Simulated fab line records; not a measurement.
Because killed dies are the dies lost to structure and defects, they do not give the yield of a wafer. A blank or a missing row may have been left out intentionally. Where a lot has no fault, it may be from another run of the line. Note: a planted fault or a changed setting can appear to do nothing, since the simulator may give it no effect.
A struck lot beside a sound one | flow n5_finfet | 36 out of 1938 route steps
Sound: wafers L131.1, L131.5, L131.6. Struck: wafer L139.1 (left out: L139.2, L139.3 of the same lot, which were not struck); the cause appears at the end.
Per side, at each step with rows, come the tool, then ch with its chambers, and then its first start. Under that, the readings that differ: sound wafers | struck wafers | difference of the means | sigmas: that difference in standard deviations of wafers without a fault.
alike: readings with means less than 2 such deviations apart, plus words and numbers identical on both sides. not compared: withheld readings, readings lacking a value on some wafer, bounds such as >300 that could conceal the same value, and numbers that have no deviation in the record and whose values overlap.
A row with sigmas, a row that says differs or no value, or rows on one side alone: a step with any of these is where the two part. Non-overlapping numbers with no deviation appear without sigmas and do not part them. Lack of a reading on every wafer of one side parts them only where that side has two or more wafers.

first, 8 steps without rows for these wafers: N5_MOL_CONTACT_COAG_PRE_CLEAN_121; N5_MOL_CONTACT_COAG_CVD_140 (deposits W, target thk 66.5 nm, time 215 s); N5_MOL_CONTACT_COAG_PRECLEAN_127 (cleans in DIW, time 57.5 s); N5_MOL_CONTACT_COAG_SRD_128 (dry time 32 s); N5_MOL_CONTACT_COAG_CMP_52 (polishes, stops on SiO2, t overpolish 1.5 s, target thk 66.5 nm); N5_MOL_CONTACT_COAG_ANNEAL_112 (time 1800 s); N5_BEOL_M0_SAQP_PECVD_00 (deposits SiCN from 3MS/NH3, target thk 8 nm, time 14 s); N5_BEOL_M0_SAQP_ILD_DEP_01 (deposits SiOC from DEMS/O2, target thk 45.419 nm, time 8.7 s).
N5_BEOL_M0_SAQP_HM_DEP_02: deposits TiN, target thk 12 nm.
  sound on pvd_sputter-02, day 8 07:01; struck on pvd_sputter-03, day 10 10:13
  reading                                         | sound        | struck | difference | sigmas
  model.TiN_of_BEOL_M0_SAQP_HM_DEP_02.thk_nm (nm) | 11.8 11.8 12 | 18.2   | +6.3       |
  alike: throttle_valve_pct
then, 25 steps without rows for these wafers: N5_BEOL_M0_SAQP_PECVD_03 (deposits SiCN from 3MS/NH3, target thk 12 nm, time 21.1 s); N5_BEOL_M0_SAQP_PECVD_96 (deposits a-Si from SiH4/He, target thk 45 nm, time 45.2 s); N5_BEOL_M0_SAQP_PECVD_97 (deposits SiNx from SiH4/NH3/N2, target thk 23 nm, time 19.9 s); N5_BEOL_M0_SAQP_PECVD_04 (deposits a-Si from SiH4/He, target thk 60 nm, time 60.2 s); N5_BEOL_M0_SAQP_HM_DEP_111 (deposits SiO2 from SiH4/N2O, target thk 12 nm, time 7.2 s); N5_BEOL_M0_SAQP_COAT_81 (time 60 s, resist thk 100 nm); N5_BEOL_M0_SAQP_COAT_82 (time 60 s, resist thk 30 nm); N5_BEOL_M0_SAQP_COAT_08 (resist thk 90 nm); N5_BEOL_M0_SAQP_EBR_10; N5_BEOL_M0_SAQP_SOFTBAKE_09 (time 60 s); N5_BEOL_M0_SAQP_EXPOSE_11 (exposes mask M0 CORE, target cd 42 nm); N5_BEOL_M0_SAQP_PEB_12 (peb time 60 s); N5_BEOL_M0_SAQP_DEVELOP_13 (develop time 30 s); N5_BEOL_M0_SAQP_DESCUM_19 (chemistry O2, time 7.9 s); N5_BEOL_M0_SAQP_ETCH_83 (etches SiARC in CF4, target depth 39 nm, time 65 s); N5_BEOL_M0_SAQP_ETCH_84 (etches SOC in N2/H2, target depth 100 nm, overetch 20 nm, time 150 s); N5_BEOL_M0_SAQP_STRIP_80 (strips in N2/H2); N5_BEOL_M0_SAQP_HM_OPEN_112 (chemistry CHF3/O2, target SiO2, stops on a-Si, target depth 12 nm, time 13.5 s); N5_BEOL_M0_SAQP_STRIP_113 (strips in CHF3/O2); N5_BEOL_M0_SAQP_MANDREL_ETCH_20 (etches a-Si in HBr/Cl2, stops on SiNx, target depth 60 nm, bt time 10 s, time 30 s); N5_BEOL_M0_SAQP_STRIP_86 (strips in N2/H2); N5_BEOL_M0_SAQP_STRIP_115 (strips in post etch residue remover, time 60 s); N5_BEOL_M0_SAQP_SRD_93 (time 30 s); N5_BEOL_M0_SAQP_RECESS_114 (chemistry HF/NH3, target SiO2, target depth 14.4 nm, afs cycles 3, sublimation time 60 s); N5_BEOL_M0_SAQP_SPACER1_ALD_98 (deposits SiO2, target thk 12.8 nm, pulse time 1 s, purge time 2 s).
N5_BEOL_M4_RC_MEAS_101:
  the record has rows for the sound wafers here (prober-01 ch 0, day 10 11:02) and none for the struck ones
-- the record jumps here: 7 days lie between the struck wafers' starts before and after (it left off in module BEOL_M4 and takes up again in module PASSIVATION, whose first step shown is number 1936 of the route) --
N5_PASSIVATION_PROBE_49:
  sound on prober-02, day 14 14:30; struck on prober-01, day 16 22:32
  reading                  | sound          | struck | difference | sigmas
  defect_limited_yield (%) | 91.9 91.5 90.5 | 0      | -91        | -65
  killed_at_M0_to_M3       | 31 30 53       | 1113   | +1075      | +99 or more
  killed_at_other          | 7 8 3          | 0      | -6         | -2
  killed_dies              | 95 100 112     | 1180   | +1078      | +67
  killed_on_rim            | 9 11 7         | 152    | +143       | +36
  sort_bin_5_function (%)  | 3.8 5.1 4.9    | 96.8   | +92.2      | +99 or more
  sort_n_pass              | 1085 1080 1068 | 0      | -1078      | -67
  sort_yield_pct (%)       | 91.9 91.5 90.5 | 0      | -91        | -65
  alike: killed_at_M4_up, killed_at_contacts, killed_at_front_end, killed_open, killed_short, sort_bin_6_memory, sort_bin_8_speed

== WHERE THEY PART ==
First at N5_BEOL_M4_RC_MEAS_101; last, within this record, at N5_PASSIVATION_PROBE_49.

WHY: the cause the simulator had injected
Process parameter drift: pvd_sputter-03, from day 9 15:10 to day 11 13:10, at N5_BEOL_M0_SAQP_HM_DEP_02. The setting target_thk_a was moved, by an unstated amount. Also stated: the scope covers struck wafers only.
